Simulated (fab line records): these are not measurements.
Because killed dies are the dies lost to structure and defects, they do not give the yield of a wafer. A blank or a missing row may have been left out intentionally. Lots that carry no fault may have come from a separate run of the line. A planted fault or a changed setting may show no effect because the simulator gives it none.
fab line records    flow n5-finfet
record: lots: 11  wafers: 32  last-day: 18
route steps=1938 shown BEOL_M4@1111 BEOL_M14@1747 PASSIVATION@1936
lots with no fault: from the same line, run without faults
start-h: start of the lot's first displayed wafer, in hours after the record's first day    wait-h: hours from the lot's prior step to this one    " repeats the value in the row above    L1.1+2: a row that stands for several wafers    - either no value or no given start    * or withheld: withheld    < > ~ a bound
route shown NAME@n: names a module that has steps shown in the file, with the first one's number in the route    usual: average and standard deviation across the fault-free wafers    same: alike in all rows    chamber/n: place in a boat    sites: each site's reading    _std_site: the standard deviation of these    _edge_site: mean of outer sites minus mean of inner sites    radius-mm: how far each site lies from the wafer's centre    mask NAME#n: copy n    behind: the tool/chamber that last shaped the wafer    hold: what put the lot on hold/how long, in hours/how the hold closed    device: the n, p or np transistor that did not switch    end of line: tests of these same wafers at the route's end    where a step has no rows: the recipe by itself    killed: at the first sort, the dies lost to defects and structure; wafer yield is something else    map: per-die view of a wafer (x killed, . not killed, _ where there is no die)
set.NAME: the setting that was run; set.NAME@STEP: the one run at that earlier step    model.NAME: the simulator's own value behind a step, which no gauge read
route steps across a sampled set of lots; one table per step, one row per wafer
services: a tool's chamber out of use, with start hour (start-h, from the record's first day; less than 0 if before it), hours out, and reason
== steps ==
step: N5_BEOL_M4_RC_MEAS_101
usual: DIBL_N: 37.2/2.5  DIBL_P: 38/3  IOFF_N: 0.17/0.044  IOFF_P: 0.24/0.059  ION_N: 667/13  ION_P: 461/7.9  SS_N: 71.8/0.86  SS_P: 73.6/0.92  VT_N: 250/4.1  VT_P: -249/3.9
lot.wafer  tool       chamber  start-h  wait-h  DIBL_N[mV/V]  DIBL_P[mV/V]  IOFF_N[nA/um]  IOFF_P[nA/um]  ION_N[uA/um]  ION_P[uA/um]  SS_N[mV/dec]  SS_P[mV/dec]  VT_N[mV]  VT_P[mV]
L437.1     prober-02  0        207.55   0.0     37.6          37            0.18           0.23           676           461           71.5          73.5          248       -251
L437.2     "          0        "        "       36.2          36            0.15           0.22           660           458           71.5          73.6          253       -250
L437.4     "          0        "        "       38.3          38            0.20           0.26           675           473           71.7          73.7          246       -249
L433.2     prober-01  0        211.06   0.2     35.1          35            0.12           0.19           652           454           72.0          72.7          254       -250
L433.6     "          0        "        "       40.2          42            0.23           0.34           677           461           73.0          75.4          245       -245
L435.1     prober-01  0        212.72   0.0     38.4          38            0.17           0.24           684           465           71.6          74.1          251       -251
L435.5     "          0        "        "       37.4          38            0.16           0.23           667           460           72.3          73.9          254       -250
L435.6     "          0        "        "       39.7          40            0.20           0.29           682           475           72.5          74.6          248       -246
L440.3     prober-01  0        233.36   0.3     38.9          40            0.23           0.27           681           462           73.0          74.5          246       -250
L440.4     "          0        "        "       35.6          37            0.16           0.22           665           454           72.6          73.7          251       -251
L440.6     "          0        "        "       34.8          35            0.14           0.18           657           449           71.6          72.8          254       -253
L441.1     prober-02  0        242.56   0.0     38.9          40            0.21           0.27           679           464           72.4          74.0          248       -246
L441.3     "          0        "        "       36.1          38            0.15           0.23           646           446           71.6          74.0          252       -253
L441.5     "          0        "        "       36.7          39            0.16           0.23           671           465           71.4          73.3          250       -249
L442.1     prober-01  0        253.24   0.0     43.1          43            0.26           0.44           691           484           73.7          75.0          245       -238
L442.3     "          0        "        "       33.8          32            0.10           0.21           654           476           71.2          71.1          260       -247
L442.6     "          0        "        "       40.1          40            0.21           0.39           676           478           72.3          74.7          246       -237
L444.1     prober-02  0        269.10   0.0     39.0          39            0.19           0.23           678           460           72.2          73.8          248       -249
L444.4     "          0        "        "       34.9          36            0.12           0.18           659           457           71.4          72.9          252       -252
L444.5     "          0        "        "       36.5          38            0.15           0.21           672           455           71.8          73.5          250       -252
L447.2     prober-02  0        271.98   0.2     36.0          34            0.14           0.21           646           446           71.9          72.9          254       -249
L447.3     "          0        "        "       38.4          38            0.18           0.24           669           458           72.1          73.4          249       -248
L447.5     "          0        "        "       37.2          37            0.15           0.22           658           456           72.5          73.3          254       -251
L445.1     prober-01  0        273.93   0.0     41.7          45            0.29           0.38           674           471           73.4          75.3          241       -239
L445.4     "          0        "        "       39.2          43            0.22           0.36           685           482           72.5          75.1          246       -238
L445.6     "          0        "        "       40.4          43            0.24           0.36           674           470           72.9          75.4          248       -241
L446.3     prober-01  0        276.84   0.3     38.4          40            0.20           0.29           673           465           72.1          74.4          247       -248
L446.4     "          0        "        "       36.6          37            0.15           0.25           659           464           70.8          73.8          248       -248
L446.6     "          0        "        "       36.0          36            0.15           0.22           669           462           71.0          73.1          250       -252
L453.2     prober-02  0        314.24   0.2     32.1          33            0.11           0.15           655           449           70.3          71.7          254       -254
L453.3     "          0        "        "       32.5          32            0.11           0.15           664           453           70.4          72.1          255       -256
L453.6     "          0        "        "       34.2          36            0.14           0.19           672           465           70.5          72.6          252       -251
step: N5_BEOL_M14_OVL_MEAS_29
recipe: points-per-wafer: 44
usual: M14_OVL: -4/7.1
lot.wafer  tool        chamber  start-h  wait-h  M14_OVL[nm]
L437.1     overlay-01  0        292.50   0.0     -9
L437.2     "           0        "        "       -8
L437.4     "           0        "        "       -10
L435.1     overlay-01  0        296.25   0.0     7
L435.5     "           0        "        "       3
L435.6     "           0        "        "       -5
L433.2     overlay-01  0        297.21   0.0     -15
L433.6     "           0        "        "       -13
L440.3     overlay-02  0        310.78   0.0     -11
L440.4     "           0        "        "       -8
L440.6     "           0        "        "       -19
L441.1     overlay-01  0        318.08   0.0     -2
L441.3     "           0        "        "       -2
L441.5     "           0        "        "       0
L442.1     overlay-01  0        323.08   0.0     -3
L442.3     "           0        "        "       -2
L442.6     "           0        "        "       -18
L444.1     overlay-02  0        347.40   0.0     -6
L444.4     "           0        "        "       -6
L444.5     "           0        "        "       3
L445.1     overlay-01  0        350.83   0.0     -3
L445.4     "           0        "        "       8
L445.6     "           0        "        "       11
L447.2     overlay-02  0        355.01   0.0     -6
L447.3     "           0        "        "       -2
L447.5     "           0        "        "       -4
L446.3     overlay-02  0        366.06   0.0     -16
L446.4     "           0        "        "       -3
L446.6     "           0        "        "       5
L453.2     overlay-01  0        397.92   0.0     10
L453.3     "           0        "        "       -4
L453.6     "           0        "        "       9
step: N5_BEOL_M14_INSPECT_30
recipe: mode: adi  inspect-instrument: macro
usual: raw-defect-count: 2.1/1.4
lot.wafer  tool               chamber  start-h  wait-h  raw-defect-count
L437.1     defect-inspect-02  -        292.52   0.0     3
L437.2     "                  -        "        "       2
L437.4     "                  -        "        "       1
L435.1     defect-inspect-02  -        296.28   0.0     2
L435.5     "                  -        "        "       1
L435.6     "                  -        "        "       2
L433.2     defect-inspect-01  -        297.24   0.0     2
L433.6     "                  -        "        "       4
L440.3     defect-inspect-02  -        310.80   0.0     0
L440.4     "                  -        "        "       1
L440.6     "                  -        "        "       1
L441.1     defect-inspect-02  -        318.11   0.0     2
L441.3     "                  -        "        "       0
L441.5     "                  -        "        "       2
L442.1     defect-inspect-01  -        323.11   0.0     1
L442.3     "                  -        "        "       2
L442.6     "                  -        "        "       2
L444.1     defect-inspect-01  -        347.42   0.0     0
L444.4     "                  -        "        "       1
L444.5     "                  -        "        "       2
L445.1     defect-inspect-02  -        350.85   0.0     2
L445.4     "                  -        "        "       4
L445.6     "                  -        "        "       1
L447.2     defect-inspect-01  -        355.04   0.0     2
L447.3     "                  -        "        "       1
L447.5     "                  -        "        "       2
L446.3     defect-inspect-02  -        366.08   0.0     2
L446.4     "                  -        "        "       3
L446.6     "                  -        "        "       1
L453.2     defect-inspect-02  -        397.94   0.0     1
L453.3     "                  -        "        "       2
L453.6     "                  -        "        "       4
step: N5_BEOL_M14_ANNEAL_48
recipe: temp-c: 225  time-s: 90  ambient: N2
usual: wafer_temp_C_max: 226.2/0.46
lot.wafer  tool           chamber  start-h  wait-h  wafer_temp_C_max
L437.1     rtp-anneal-01  0        300.65   0.1     225.7
L437.2     "              0        "        "       225.8
L437.4     "              0        "        "       226.0
L435.1     rtp-anneal-02  0        304.73   0.5     226.9
L435.5     "              0        "        "       226.8
L435.6     "              0        "        "       226.5
L433.2     rtp-anneal-01  0        305.56   0.7     226.0
L433.6     "              0        "        "       225.4
L440.3     rtp-anneal-01  0        314.58   0.2     226.0
L440.4     "              0        "        "       226.0
L440.6     "              0        "        "       225.9
L441.1     rtp-anneal-01  0        320.44   0.1     225.8
L441.3     "              0        "        "       225.9
L441.5     "              0        "        "       225.6
L442.1     rtp-anneal-02  0        328.61   1.1     226.8
L442.3     "              0        "        "       226.3
L442.6     "              0        "        "       226.6
L444.1     rtp-anneal-01  0        349.71   0.7     225.7
L444.4     "              0        "        "       226.0
L444.5     "              0        "        "       225.9
L445.1     rtp-anneal-02  0        354.79   0.1     226.5
L445.4     "              0        "        "       226.6
L445.6     "              0        "        "       227.5
L447.2     rtp-anneal-02  0        357.48   0.2     226.9
L447.3     "              0        "        "       227.4
L447.5     "              0        "        "       226.3
L446.3     rtp-anneal-02  0        368.85   0.2     226.0
L446.4     "              0        "        "       226.3
L446.6     "              0        "        "       226.7
L453.2     rtp-anneal-01  0        402.28   0.2     225.9
L453.3     "              0        "        "       226.0
L453.6     "              0        "        "       225.8
step: N5_BEOL_M14_DEP_53
recipe: material: SiCN  target-thk-a: 500  temp-c: withheld  precursor: 3MS/NH3  pressure-torr: 3  rf-w: 675  time-s: 17.8
usual: chamber-pressure-Torr: 3.000/0.0066  rf-fwd-power-W: 666.6/2.5  showerhead-plenum-p-Torr: 4.169/0.021  showerhead-vpp-V: 1628/74  throttle-valve-pct: 17.8/0.69
lot.wafer  tool      chamber  start-h  wait-h  chamber-pressure-Torr  rf-fwd-power-W  showerhead-plenum-p-Torr  showerhead-vpp-V  throttle-valve-pct
L437.1     pecvd-03  1        301.31   0.0     3.005                  667.2           4.152                     1623              19.5
L437.2     "         2        "        "       2.999                  669.9           4.173                     1526              17.0
L437.4     "         0        "        "       2.989                  668.7           4.225                     1586              17.0
L435.1     pecvd-01  0        305.39   0.0     2.993                  662.0           4.156                     1770              18.1
L435.5     "         1        "        "       2.991                  666.0           4.151                     1605              18.1
L435.6     "         2        "        "       2.997                  663.8           4.171                     1590              18.2
L433.2     pecvd-01  1        306.45   0.0     3.001                  666.2           4.147                     1603              18.0
L433.6     "         1        "        "       2.996                  667.9           4.156                     1607              18.1
L440.3     pecvd-02  1        315.15   0.0     3.004                  669.3           4.172                     1648              17.8
L440.4     "         1        "        "       3.011                  668.3           4.170                     1612              17.7
L440.6     "         0        "        "       3.008                  670.2           4.165                     1563              17.3
L441.1     pecvd-01  0        321.10   0.0     3.004                  660.9           4.156                     1755              18.1
L441.3     "         1        "        "       2.995                  663.8           4.149                     1588              18.4
L441.5     "         1        "        "       2.994                  662.4           4.171                     1609              17.9
L442.1     pecvd-01  1        329.28   0.0     -                      -               -                         -                 -
L442.3     "         0        "        "       -                      -               -                         -                 -
L442.6     "         1        "        "       -                      -               -                         -                 -
L444.1     pecvd-01  0        350.37   0.0     -                      -               -                         -                 -
L444.4     "         2        "        "       -                      -               -                         -                 -
L444.5     "         1        "        "       -                      -               -                         -                 -
L445.1     pecvd-02  1        355.49   0.0     -                      -               -                         -                 -
L445.4     "         0        "        "       -                      -               -                         -                 -
L445.6     "         1        "        "       -                      -               -                         -                 -
L447.2     pecvd-03  0        358.11   0.0     2.996                  667.9           4.219                     1569              17.0
L447.3     "         1        "        "       2.997                  667.2           4.161                     1627              19.4
L447.5     "         0        "        "       2.996                  664.7           4.230                     1581              17.0
L446.3     pecvd-01  2        369.42   0.0     2.988                  666.7           4.176                     1588              18.2
L446.4     "         1        "        "       3.004                  668.6           4.142                     1593              17.9
L446.6     "         0        "        "       2.999                  666.4           4.169                     1761              17.9
L453.2     pecvd-01  2        402.88   0.0     2.991                  667.2           4.182                     1588              18.1
L453.3     "         1        "        "       3.011                  665.2           4.162                     1610              17.7
L453.6     "         2        "        "       2.997                  666.1           4.181                     1605              18.2
step: N5_PASSIVATION_PROBE_49
usual: defect-limited-yield: 91.5/1.4  killed_at_M0_to_M3: 32/11  killed_at_M4_up: 12/4.4  killed-at-contacts: 13/6.1  killed-at-front-end: 39/12  killed-at-other: 3.9/3  killed-dies: 100/17  killed-on-rim: 13/3.9  killed-open: 66/12  killed-short: 33/7.4  sort_bin_5_function: 5.0/0.95  sort_bin_6_memory: 3.2/0.66  sort_bin_8_speed: 0.0/0.33  sort-n-pass: 1079/17  sort-yield-pct: 91.4/1.5
same: gross-dies: 1180  killed-at-back-side: 0  sort_bin_4_leakage[%]: 0
lot.wafer  tool       chamber  start-h  wait-h  defect-limited-yield[%]  killed_at_M0_to_M3  killed_at_M4_up  killed-at-contacts  killed-at-front-end  killed-at-other  killed-dies  killed-on-rim  killed-open  killed-short  sort_bin_5_function[%]  sort_bin_6_memory[%]  sort_bin_8_speed[%]  sort-n-pass  sort-yield-pct[%]
L437.1     prober-01  -        322.64   0.0     92.2                     31                  5                13                  39                   4                92           8              55           35            4.7                     2.9                   0                    1088         92.2
L437.2     prober-01  -        322.69   0.1     91.4                     33                  3                7                   58                   1                102          13             69           33            4.6                     3.7                   0                    1078         91.4
L437.4     prober-01  -        322.79   0.2     91.7                     51                  5                18                  19                   5                98           16             62           36            4.9                     3.1                   0                    1082         91.7
L441.1     prober-01  -        347.92   0.0     89.9                     56                  10               16                  36                   1                119          15             84           33            5.1                     4.8                   0                    1061         89.9
L441.3     prober-01  -        348.02   0.1     88.6                     47                  10               23                  52                   2                134          20             83           50            7.1                     3.8                   0.2                  1044         88.5
L441.5     prober-01  -        348.12   0.2     87.3                     68                  16               34                  31                   1                150          20             100          47            7.6                     4.7                   0                    1030         87.3
L442.1     prober-02  -        353.61   0.0     0                        38                  1063             14                  58                   7                1180         152            86           39            95.2                    4.7                   0                    0            0
L442.3     prober-02  -        353.71   0.1     0                        34                  1086             7                   49                   4                1180         152            72           28            96.9                    2.8                   0                    0            0
L442.6     prober-02  -        353.86   0.3     0                        31                  1080             11                  47                   11               1180         152            70           44            96.9                    2.6                   0                    0            0
L444.1     prober-02  -        369.75   0.0     0                        27                  1101             14                  37                   1                1180         152            55           33            97.1                    2.4                   0                    0            0
L444.4     prober-02  -        369.90   0.2     0                        48                  1067             22                  42                   1                1180         152            88           39            95.3                    4.4                   0                    0            0
L444.5     prober-02  -        369.95   0.2     0                        43                  1093             18                  24                   2                1180         152            69           31            96.3                    3.4                   0                    0            0
L445.1     prober-01  -        374.27   0.0     0                        32                  1093             3                   51                   1                1180         152            75           26            98.0                    1.9                   0                    0            0
L445.4     prober-01  -        374.42   0.2     0                        27                  1104             16                  32                   1                1180         152            64           25            97.1                    2.5                   0                    0            0
L445.6     prober-01  -        374.52   0.3     0                        26                  1098             12                  41                   3                1180         152            68           28            96.9                    2.9                   0                    0            0
L447.2     prober-02  -        378.28   0.1     92.5                     33                  7                13                  34                   2                89           16             57           31            4.5                     2.7                   0                    1091         92.5
L447.3     prober-02  -        378.33   0.1     91.4                     31                  14               9                   39                   8                101          19             62           36            4.5                     3.9                   0                    1079         91.4
L447.5     prober-02  -        378.43   0.2     94.1                     26                  8                4                   28                   4                70           12             40           30            3.6                     2.2                   0                    1110         94.1
L446.3     prober-01  -        392.21   0.1     92.9                     19                  16               23                  25                   1                84           15             63           20            4.2                     2.8                   0                    1096         92.9
L446.4     prober-01  -        392.26   0.2     93.8                     19                  13               12                  27                   2                73           12             50           22            3.1                     2.7                   0                    1107         93.8
L446.6     prober-01  -        392.36   0.3     92.7                     26                  20               12                  25                   3                86           9              57           27            4.3                     2.9                   0                    1094         92.7
killed by level:class
L437.1 MOL_CONTACT_COAG:geometric-particle:open=11 BEOL_M0_SAQP:geometric-particle:short=8 STI_FIN_REVEAL:geometric-particle:open=6 DUMMY_GATE:geometric-particle:open=6 GATE_CUT:geometric-particle:short=6 BEOL_M0:geometric-particle:open=5 STARTING-WAFER:geometric-particle:open=5 GATE_CUT:geometric-particle:open=4
L437.2 STI_FIN_REVEAL:geometric-particle:open=18 FIN_SAQP:geometric-particle:open=13 BEOL_M0_SAQP:geometric-particle:open=12 BEOL_M0_SAQP:geometric-particle:short=11 FIN_SAQP:geometric-particle:short=9 MOL_CONTACT_COAG:geometric-particle:open=6 BEOL_M3:geometric-particle:open=5 GATE_CUT:geometric-particle:short=4
L437.4 MOL_CONTACT_COAG:geometric-particle:open=14 BEOL_M0_SAQP:geometric-particle:open=11 BEOL_M0_SAQP:geometric-particle:short=11 BEOL_M3:geometric-particle:open=10 BEOL_M1:geometric-particle:open=6 BEOL_M3:geometric-particle:short=5 MOL_CONTACT_COAG:geometric-particle:short=4 FIN_SAQP:geometric-particle:short=3
L441.1 STI_FIN_REVEAL:geometric-particle:open=14 BEOL_M0_SAQP:geometric-particle:open=12 MOL_CONTACT_COAG:geometric-particle:open=12 BEOL_M2:geometric-particle:open=11 BEOL_M0_SAQP:geometric-particle:short=11 BEOL_M1:geometric-particle:open=8 BEOL_M3:geometric-particle:open=8 DUMMY_GATE:geometric-particle:open=7
L441.3 STI_FIN_REVEAL:geometric-particle:open=24 BEOL_M0_SAQP:geometric-particle:open=16 BEOL_M0_SAQP:geometric-particle:short=15 MOL_CONTACT_COAG:geometric-particle:open=14 MOL_CONTACT_COAG:geometric-particle:short=9 BEOL_M2:geometric-particle:open=8 STI_FIN_REVEAL:geometric-particle:short=7 BEOL_M4:geometric-particle:open=6
L441.5 MOL_CONTACT_COAG:geometric-particle:open=30 BEOL_M0_SAQP:geometric-particle:short=27 BEOL_M0_SAQP:geometric-particle:open=17 STI_FIN_REVEAL:geometric-particle:open=15 BEOL_M2:geometric-particle:open=10 BEOL_M4:geometric-particle:open=5 MOL_CONTACT_COAG:geometric-particle:short=4 BEOL_M3:geometric-particle:open=4
L442.1 BEOL_M14:area-dep=1055 STI_FIN_REVEAL:geometric-particle:open=15 FIN_SAQP:geometric-particle:open=13 FIN_SAQP:geometric-particle:short=12 MOL_CONTACT_COAG:geometric-particle:open=12 BEOL_M0_SAQP:geometric-particle:open=11 BEOL_M0_SAQP:geometric-particle:short=9 BEOL_M1:geometric-particle:open=8
L442.3 BEOL_M14:area-dep=1078 STI_FIN_REVEAL:geometric-particle:open=18 BEOL_M3:geometric-particle:open=10 DUMMY_GATE:geometric-particle:open=9 BEOL_M1:geometric-particle:open=6 FIN_SAQP:geometric-particle:short=5 MOL_CONTACT_COAG:geometric-particle:open=5 BEOL_M0_SAQP:geometric-particle:short=5
L442.6 BEOL_M14:area-dep=1064 STI_FIN_REVEAL:geometric-particle:open=19 MOL_CONTACT_COAG:geometric-particle:open=9 FIN_SAQP:geometric-particle:short=8 BEOL_M0_SAQP:geometric-particle:open=8 BEOL_M0_SAQP:geometric-particle:short=7 BEOL_M1:geometric-particle:open=6 BEOL_M1:geometric-particle:short=5
L444.1 BEOL_M14:area-dep=1090 STI_FIN_REVEAL:geometric-particle:open=14 MOL_CONTACT_COAG:geometric-particle:open=11 BEOL_M0_SAQP:geometric-particle:short=7 FIN_SAQP:geometric-particle:short=6 STARTING-WAFER:geometric-particle:open=6 BEOL_M2:geometric-particle:open=5 BEOL_M4:geometric-particle:open=5
L444.4 BEOL_M14:area-dep=1053 MOL_CONTACT_COAG:geometric-particle:open=17 BEOL_M2:geometric-particle:open=17 FIN_SAQP:geometric-particle:short=11 FIN_SAQP:geometric-particle:open=10 BEOL_M0_SAQP:geometric-particle:short=9 BEOL_M4:geometric-particle:open=9 STI_FIN_REVEAL:geometric-particle:open=8
L444.5 BEOL_M14:area-dep=1080 MOL_CONTACT_COAG:geometric-particle:open=15 BEOL_M3:geometric-particle:open=12 STI_FIN_REVEAL:geometric-particle:open=11 BEOL_M0_SAQP:geometric-particle:short=7 BEOL_M4:geometric-particle:open=5 BEOL_M3:geometric-particle:short=4 BEOL_M0_SAQP:geometric-particle:open=4
L445.1 BEOL_M14:area-dep=1079 STI_FIN_REVEAL:geometric-particle:open=15 FIN_SAQP:geometric-particle:open=10 BEOL_M1:geometric-particle:open=8 FIN_SAQP:geometric-particle:short=7 BEOL_M0_SAQP:geometric-particle:open=6 BEOL_M4:geometric-particle:open=6 BEOL_M2:geometric-particle:open=5
L445.4 BEOL_M14:area-dep=1091 MOL_CONTACT_COAG:geometric-particle:open=13 BEOL_M1:geometric-particle:open=11 FIN_SAQP:geometric-particle:open=9 FIN_SAQP:geometric-particle:short=7 BEOL_M4:geometric-particle:open=6 BEOL_M2:geometric-particle:open=5 DUMMY_GATE:geometric-particle:open=5
L445.6 BEOL_M14:area-dep=1084 MOL_CONTACT_COAG:geometric-particle:open=12 FIN_SAQP:geometric-particle:open=9 STI_FIN_REVEAL:geometric-particle:open=9 DUMMY_GATE:geometric-particle:open=8 BEOL_M0_SAQP:geometric-particle:open=8 BEOL_M4:geometric-particle:open=7 BEOL_M0_SAQP:geometric-particle:short=6
L447.2 STI_FIN_REVEAL:geometric-particle:open=12 BEOL_M2:geometric-particle:open=9 MOL_CONTACT_COAG:geometric-particle:open=8 FIN_SAQP:geometric-particle:short=6 MOL_CONTACT_COAG:geometric-particle:short=4 BEOL_M0_SAQP:geometric-particle:short=4 BEOL_M0_SAQP:geometric-particle:open=4 BEOL_M1:geometric-particle:open=4
L447.3 FIN_SAQP:geometric-particle:open=10 BEOL_M0_SAQP:geometric-particle:open=10 BEOL_M4:geometric-particle:open=8 GATE_CUT:geometric-particle:short=7 MOL_CONTACT_COAG:geometric-particle:open=7 BEOL_M0_SAQP:geometric-particle:short=7 FIN_SAQP:geometric-particle:short=5 STI_FIN_REVEAL:geometric-particle:open=5
L447.5 FIN_SAQP:geometric-particle:short=6 BEOL_M3:geometric-particle:open=5 STARTING-WAFER:geometric-particle:short=5 FIN_SAQP:geometric-particle:open=4 BEOL_M0_SAQP:geometric-particle:short=4 BEOL_M2:geometric-particle:open=4 BEOL_M4:geometric-particle:open=4 STI_FIN_REVEAL:geometric-particle:open=3
L446.3 MOL_CONTACT_COAG:geometric-particle:open=19 BEOL_M4:geometric-particle:open=13 GATE_CUT:geometric-particle:short=7 BEOL_M2:geometric-particle:open=7 STI_FIN_REVEAL:geometric-particle:open=4 MOL_CONTACT_COAG:geometric-particle:short=3 BEOL_M0_SAQP:geometric-particle:open=3 BEOL_M1:geometric-particle:open=3
L446.4 MOL_CONTACT_COAG:geometric-particle:open=10 FIN_SAQP:geometric-particle:open=6 BEOL_M2:geometric-particle:open=6 BEOL_M0_SAQP:geometric-particle:open=5 BEOL_M4:geometric-particle:open=5 STARTING-WAFER:geometric-particle:short=5 FIN_SAQP:geometric-particle:short=4 GATE_CUT:geometric-particle:open=3
L446.6 BEOL_M4:geometric-particle:open=13 MOL_CONTACT_COAG:geometric-particle:open=9 BEOL_M1:geometric-particle:open=8 DUMMY_GATE:geometric-particle:open=4 GATE_CUT:geometric-particle:open=4 GATE_CUT:geometric-particle:short=4 BEOL_M0_SAQP:geometric-particle:open=4 BEOL_M3:geometric-particle:short=4
== services ==
tool      chamber  start-h  hours  kind
pecvd-03  2        281.80   4.3    repair
pecvd-03  -        307.84   0.5    repair
pecvd-03  0        320.29   13.8   repair
pecvd-02  -        332.83   0.4    repair
pecvd-01  -        333.72   1.4    repair
pecvd-03  2        337.13   2.1    scheduled-down
pecvd-01  1        358.43   5.5    scheduled-down
pecvd-03  0        358.98   5.5    scheduled-down
pecvd-03  2        377.01   8.5    repair
pecvd-02  1        381.66   5.5    scheduled-down
pecvd-01  2        383.68   6.4    repair
pecvd-02  -        387.42   0.9    repair
pecvd-02  2        393.78   5.5    scheduled-down
== key ==
first-sign: step: N5_BEOL_M14_DEP_53  reading: tool-record  direction: missing
effect: step: N5_PASSIVATION_PROBE_49  reading: killed_at_M4_up  direction: up  sigmas: 99+  usual: 12  struck: 1087
more-kills-born-at: N5_BEOL_M14_DEP_53@pecvd-01: 6420  N5_BEOL_M14_DEP_53@pecvd-02: 3254
met-at N5_BEOL_M14_DEP_53
struck-lots L442,L444,L445
later-rows-left-out L442.1,L442.3,L442.6,L444.1,L444.4,L444.5,L445.1,L445.4,L445.6
not-acting-at N5_BEOL_M14_OVL_MEAS_29,N5_BEOL_M14_INSPECT_30,N5_BEOL_M14_ANNEAL_48
onset-between 321.10 329.28
fault: kind: skipped-step-whole  tool: pecvd-01,pecvd-02  chamber: -  onset-h: 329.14  steps: N5_BEOL_M14_DEP_53  scope: struck-lots-only
later-rows-left-out: the simulator's readings of these wafers behind a module that went badly wrong aren't trusted and aren't shown, but for the sort
